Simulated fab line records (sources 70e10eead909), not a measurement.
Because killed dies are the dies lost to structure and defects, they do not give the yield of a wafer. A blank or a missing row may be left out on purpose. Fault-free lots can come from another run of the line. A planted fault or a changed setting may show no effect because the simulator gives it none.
fab line records ; flow nand_harc
record: lots: 7; wafers: 21; last_day: 24
route steps=1159 shown P_GATE@119 END@1159
lots with no fault: from the same line, run without faults
start_h: the number of hours between the record's first day and the start of the first shown wafer of the lot ; wait_h: hours since the lot's step before ; " unchanged from the row above ; L1.1+2: several wafers, shown together as one row ; - value missing, or start not given ; * or withheld: withheld ; < > ~ a bound
route shown NAME@n: names a module that has steps shown in the file, with the first one's number in the route ; usual: average and standard deviation across the fault-free wafers ; same: alike in all rows ; chamber/n: place in a boat ; sites: readings site by site ; _std_site: how widely they spread, as a standard deviation ; _edge_site: the outer-site mean with the inner-site mean subtracted ; radius_mm: for every site, how far away it sits from the centre of the wafer ; mask NAME#n: copy n ; behind: the most recent tool/chamber to have shaped the wafer ; hold: why the lot was held/for how many hours/how that ended ; device: the transistor (n, p or np) that didn't switch ; end of line: the tests these same wafers got at the end of their route ; for a step that has no rows: nothing shown but its recipe ; killed: count of dies lost to structure and defects at first sort (not the wafer's yield) ; map: the dies of a wafer, with x for killed, . for not killed, _ for no die there
set.NAME: the setting that was run; set.NAME@STEP: the one run at that earlier step ; model.NAME: the simulator's own value behind a step, which no gauge read
a table for each step, a row for each wafer; lots at some steps of the route
services: from which hour (start_h, from the record's first day; less than 0 if before it) a tool's chamber was out of use, for how many hours, and why
== steps ==
step: NHARC_P_GATE_EXPOSE_08
recipe: na: 0.6; dose_mj: 16.75; mask_id: P_HV
step: NHARC_P_GATE_PEB_09
recipe: peb_temp_c: 118; peb_time_s: 85
step: NHARC_P_GATE_DEVELOP_10
recipe: time_s: 70
step: NHARC_P_GATE_CD_MEAS_11
recipe: target_cd_nm: 1640; landing_energy_ev: 500
usual: cd_nm: 1640.5/1.3
lot.wafer;tool;chamber;start_h;wait_h;cd_nm
L581.4;cd_sem-03;0;101.62;-;1642.0
L581.5;cd_sem-03;0;101.62;-;1641.5
L581.6;cd_sem-03;0;101.62;-;1642.8
L583.1;cd_sem-03;0;108.81;-;1641.5
L583.2;cd_sem-03;0;108.81;-;1640.3
L583.6;cd_sem-03;0;108.81;-;1639.7
L585.1;cd_sem-01;0;126.97;-;1638.4
L585.5;cd_sem-01;0;126.97;-;1637.3
L585.6;cd_sem-01;0;126.97;-;1638.5
L587.1;cd_sem-01;0;140.25;-;1639.8
L587.3;cd_sem-01;0;140.25;-;1639.8
L587.6;cd_sem-01;0;140.25;-;1640.1
L594.1;cd_sem-02;0;172.99;-;1642.0
L594.4;cd_sem-02;0;172.99;-;1641.8
L594.6;cd_sem-02;0;172.99;-;1641.4
L598.1;cd_sem-02;0;195.50;-;1639.1
L598.4;cd_sem-02;0;195.50;-;1640.5
L598.5;cd_sem-02;0;195.50;-;1640.4
L599.1;cd_sem-03;0;203.46;-;1640.3
L599.5;cd_sem-03;0;203.46;-;1640.3
L599.6;cd_sem-03;0;203.46;-;1640.9
step: NHARC_P_GATE_HARDBAKE_12
recipe: temp_c: 125; time_s: 80
step: NHARC_P_GATE_DESCUM_13
recipe: time_s: 3; o2_flow_sccm: 200; ar_flow_sccm: 0; bias_power_w: 0; chemistry: O2
usual: drypump_motor_current_A: 5.58/0.29; oes_product_au: 1.003/0.0073; rf_vpp_V: 57.8/0.92; showerhead_plenum_p_Torr: 1.94/0.072; throttle_valve_pct: 11.311/0.0086
same: time_s: 3
lot.wafer;tool;chamber;start_h;wait_h;drypump_motor_current_A;oes_product_au;rf_hours_counter_h;rf_vpp_V;showerhead_plenum_p_Torr;throttle_valve_pct
L581.4;rie_diel-04;2;101.82;-;5.07;0.998;58;58.2;1.95;11.311
L581.6;rie_diel-04;3;101.82;-;5.76;0.993;-;57.3;1.99;11.313
L581.5;rie_diel-04;0;101.82;-;5.37;1.001;-;59.1;1.88;11.321
L583.2;rie_diel-12;0;108.99;-;5.53;1.005;13;58.0;2.02;11.305
L583.1;rie_diel-12;1;108.99;-;5.80;1.000;14;58.8;1.91;11.305
L583.6;rie_diel-12;1;108.99;-;5.82;0.999;-;57.6;1.91;11.315
L585.1;rie_diel-04;2;127.15;-;5.07;1.015;1;58.8;1.94;11.314
L585.5;rie_diel-04;2;127.15;-;5.07;1.008;-;56.6;1.94;11.297
L585.6;rie_diel-04;3;127.15;-;5.74;1.006;-;59.7;1.99;11.318
L587.3;rie_diel-04;0;140.44;-;5.38;1.000;6;57.5;1.87;11.320
L587.1;rie_diel-04;1;140.44;-;5.55;1.002;2;59.2;2.08;11.309
L587.6;rie_diel-04;3;140.44;-;5.72;1.001;-;58.1;1.99;11.309
L594.4;rie_diel-12;3;173.16;-;5.43;0.998;22;57.2;1.85;11.307
L594.1;rie_diel-12;0;173.16;-;5.54;1.006;27;59.1;2.02;11.319
L594.6;rie_diel-12;3;173.16;-;5.44;0.996;-;56.9;1.85;11.321
L598.4;rie_diel-12;1;195.71;-;5.77;1.006;32;57.7;1.91;11.309
L598.1;rie_diel-12;3;195.71;-;5.44;1.008;27;56.9;1.85;11.303
L598.5;rie_diel-12;0;195.71;-;5.53;1.005;-;56.0;2.02;11.313
L599.1;rie_diel-02;1;203.68;-;5.82;0.989;20;57.6;1.90;11.314
L599.5;rie_diel-02;1;203.68;-;5.83;0.991;-;58.7;1.90;11.299
L599.6;rie_diel-02;2;203.68;-;6.21;0.988;-;57.6;2.02;11.297
step: NHARC_P_GATE_ETCH_14
recipe: target_depth_a: 488; chemistry: dHF; material: SiO2
step: NHARC_P_GATE_STRIP_15
recipe: time_s: 780; temp_c: 130; chemistry: SPM
step: NHARC_P_GATE_PRECLEAN_71
recipe: time_s: *; temp_c: 50; bath_age_min: 0; chemistry: SC1
step: NHARC_P_GATE_SRD_72
step: NHARC_P_GATE_OXIDE_16
recipe: target_thk_a: 30; temp_c: 875; ox_time_s: 392; material: SiO2
step: NHARC_P_GATE_CVD_17
recipe: target_thk_a: 1500; temp_c: 620; time_s: 900; material: poly-Si
step: NHARC_P_GATE_HM_DEP_102
recipe: target_thk_a: 1200; temp_c: 400; material: aC
usual: throttle_valve_pct: 35.000/0.0098
lot.wafer;tool;chamber;start_h;wait_h;throttle_valve_pct
L581.4;acl_dep-02;0;114.28;0.7;34.998
L581.5;acl_dep-02;0;114.28;0.7;34.993
L581.6;acl_dep-02;0;114.28;0.7;34.986
L581.4;acl_dep-02;0;115.49;1.1;35.006
L581.5;acl_dep-02;0;115.49;1.1;35.004
L581.6;acl_dep-02;0;115.49;1.1;34.984
L583.1;acl_dep-02;0;121.44;0.7;34.997
L583.2;acl_dep-02;0;121.44;0.7;35.007
L583.6;acl_dep-02;0;121.44;0.7;34.990
L585.1;acl_dep-01;0;139.32;0.4;34.998
L585.5;acl_dep-01;0;139.32;0.4;35.019
L585.6;acl_dep-01;0;139.32;0.4;35.001
L585.1;acl_dep-03;0;141.29;1.9;34.997
L585.5;acl_dep-03;0;141.29;1.9;35.013
L585.6;acl_dep-03;0;141.29;1.9;34.995
L587.1;acl_dep-01;0;152.37;0.4;34.995
L587.3;acl_dep-01;0;152.37;0.4;34.990
L587.6;acl_dep-01;0;152.37;0.4;35.009
L587.1;acl_dep-03;0;154.83;2.3;34.988
L587.3;acl_dep-03;0;154.83;2.3;35.018
L587.6;acl_dep-03;0;154.83;2.3;35.008
L594.1;acl_dep-02;0;188.00;3.0;35.006
L594.4;acl_dep-02;0;188.00;3.0;35.002
L594.6;acl_dep-02;0;188.00;3.0;34.993
L598.1;acl_dep-01;0;207.82;0.4;34.986
L598.4;acl_dep-01;0;207.82;0.4;34.989
L598.5;acl_dep-01;0;207.82;0.4;35.003
L599.1;acl_dep-01;0;216.52;0.4;34.994
L599.5;acl_dep-01;0;216.52;0.4;35.014
L599.6;acl_dep-01;0;216.52;0.4;35.004
step: NHARC_P_GATE_DEP_103
recipe: target_thk_a: 300; target_thk_nm: 30; temp_c: 400; flow_sccm: 200; rf_w: 350; material: SiON
usual: heater_power_w: 753/94
lot.wafer;tool;chamber;start_h;wait_h;heater_power_w
L581.4;pecvd-01;0;115.92;0.3;778
L581.5;pecvd-01;1;115.92;0.3;723
L581.6;pecvd-01;2;115.92;0.3;738
L583.2;pecvd-02;1;122.10;0.4;740
L583.1;pecvd-02;2;122.10;0.4;873
L583.6;pecvd-02;2;122.10;0.4;852
L585.1;pecvd-03;2;142.16;0.8;830
L585.6;pecvd-03;0;142.16;0.8;636
L585.5;pecvd-03;2;142.16;0.8;846
L587.1;pecvd-03;2;155.75;0.8;747
L587.3;pecvd-03;1;155.75;0.8;844
L587.6;pecvd-03;0;155.75;0.8;602
L594.1;pecvd-01;0;188.71;0.6;801
L594.4;pecvd-01;0;188.71;0.6;786
L594.6;pecvd-01;1;188.71;0.6;749
L598.1;pecvd-03;1;208.64;0.7;889
L598.5;pecvd-03;1;208.64;0.7;877
L598.4;pecvd-03;0;208.64;0.7;671
L599.1;pecvd-03;2;217.23;0.6;814
L599.6;pecvd-03;0;217.23;0.6;607
L599.5;pecvd-03;2;217.23;0.6;786
step: NHARC_END_SORT_01
recipe: temp_c: 25
usual: killed_at_array: 29/11; killed_at_other: 0.6/0.89; killed_at_periphery: 3.8/2.8; killed_dies: 33/12; killed_open: 3.5/1.9; killed_short: 1.9/1.3
same: gross_dies: 677
lot.wafer;tool;chamber;start_h;wait_h;killed_at_array;killed_at_other;killed_at_periphery;killed_dies;killed_open;killed_short
L585.1;prober-01;0;524.75;2.5;33;0;3;36;2;4
L585.5;prober-01;0;527.94;3.7;30;0;6;36;4;2
L585.6;prober-01;0;528.74;4.0;40;0;3;43;6;5
L587.1;prober-01;0;546.38;2.6;19;2;4;25;3;1
L587.3;prober-01;0;547.96;3.1;21;1;9;31;4;3
L587.6;prober-01;0;550.32;3.9;21;2;7;30;1;0
killed by level:class
L585.1 A_CHANNEL_HOLE_D1:chamber_film_flake=19 A_SLIT:chamber_film_flake=8 P_ZERO_WELL:chamber_film_flake=2 P_M0:geometric_particle:open=1 A_ONON_D1:geometric_particle:short=1 A_CHANNEL_HOLE_D1:geometric_particle:short=1 A_WL_FILL:geometric_particle:short=1 A_CONTACT:geometric_particle:open=1
L585.5 A_CHANNEL_HOLE_D1:chamber_film_flake=12 A_SLIT:chamber_film_flake=9 P_ZERO_WELL:chamber_film_flake=4 P_M0:geometric_particle:open=2 A_STAIRCASE:chamber_film_flake=2 A_ONON_D1:geometric_particle:open=1 A_CHANNEL_HOLE_D1:geometric_particle:short=1 A_WL_FILL:geometric_particle:short=1
L585.6 A_SLIT:chamber_film_flake=15 A_CHANNEL_HOLE_D1:chamber_film_flake=12 A_STAIRCASE:chamber_film_flake=4 A_WL_FILL:geometric_particle:short=2 P_ZERO_WELL:geometric_particle:open=1 P_CONTACT:geometric_particle:open=1 P_M0:geometric_particle:open=1 A_CHANNEL_FILL_D1:geometric_particle:open=1
L587.1 A_CONTACT:chamber_film_flake=6 A_STAIRCASE:chamber_film_flake=5 A_SGD_CUT:chamber_film_flake=4 P_M2:chamber_film_flake=2 THIN_TSV:chamber_film_flake=2 P_M1:geometric_particle:open=1 A_CHANNEL_HOLE_D1:geometric_particle:open=1 A_WL_FILL:geometric_particle:short=1
L587.3 P_M2:chamber_film_flake=8 A_SGD_CUT:chamber_film_flake=5 A_CHANNEL_HOLE_D1:chamber_film_flake=3 A_STAIRCASE:chamber_film_flake=3 A_CONTACT:chamber_film_flake=3 A_WL_FILL:geometric_particle:open=2 P_M0:geometric_particle:open=1 A_CHANNEL_FILL_D1:geometric_particle:short=1
L587.6 A_CONTACT:chamber_film_flake=8 P_M2:chamber_film_flake=5 A_STAIRCASE:chamber_film_flake=5 A_SGD_CUT:chamber_film_flake=4 A_CHANNEL_HOLE_D1:chamber_film_flake=3 P_ZERO_WELL:chamber_film_flake=2 THIN_TSV:chamber_film_flake=2 A_CONTACT:geometric_particle:open=1
== services ==
tool;chamber;start_h;hours;kind
rie_diel-12;0;83.47;-;clean
rie_diel-12;1;83.47;-;clean
rie_diel-12;2;83.47;-;clean
rie_diel-12;3;83.47;-;clean
pecvd-01;2;86.25;6.5;repair
acl_dep-02;-;99.29;2.0;repair
pecvd-03;-;111.00;13.0;pm
pecvd-03;0;111.00;13.0;vent_cycle
pecvd-03;1;111.00;13.0;vent_cycle
pecvd-03;2;111.00;13.0;vent_cycle
acl_dep-01;-;111.99;13.0;pm
rie_diel-04;-;112.09;9.0;pm
rie_diel-04;1;121.94;9.3;repair
pecvd-03;0;124.00;-;clean
pecvd-03;1;124.00;-;clean
pecvd-03;2;124.00;-;clean
rie_diel-04;-;130.91;2.7;repair
rie_diel-12;3;146.58;16.9;repair
rie_diel-02;-;151.26;9.0;pm
pecvd-02;-;153.16;13.0;pm
acl_dep-02;-;167.92;13.0;pm
pecvd-02;-;171.64;1.1;repair
rie_diel-12;1;198.75;4.1;repair
rie_diel-12;-;202.40;9.0;pm
== key ==
first_sign: step: NHARC_P_GATE_HM_DEP_102; reading: visit; direction: added
effect none on later readings
met_at NHARC_P_GATE_HM_DEP_102
struck_wafers L581.4,L581.5,L581.6,L585.1,L585.5,L585.6,L587.1,L587.3,L587.6
tester_left_out L581,L585,L587
fault: kind: repeated_step_whole; tool: acl_dep-01,acl_dep-02,acl_dep-03; chamber: -; onset_h: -; steps: NHARC_P_GATE_HM_DEP_102; times: 1; scope: struck_lots_only
tester_left_out: of these lots the tester's yield and bins aren't shown, on N5 and GAA mostly nor the transistor test; their killed dies are dies lost to structure and defects alone, not to doping, threshold or leakage, so they don't give the yield
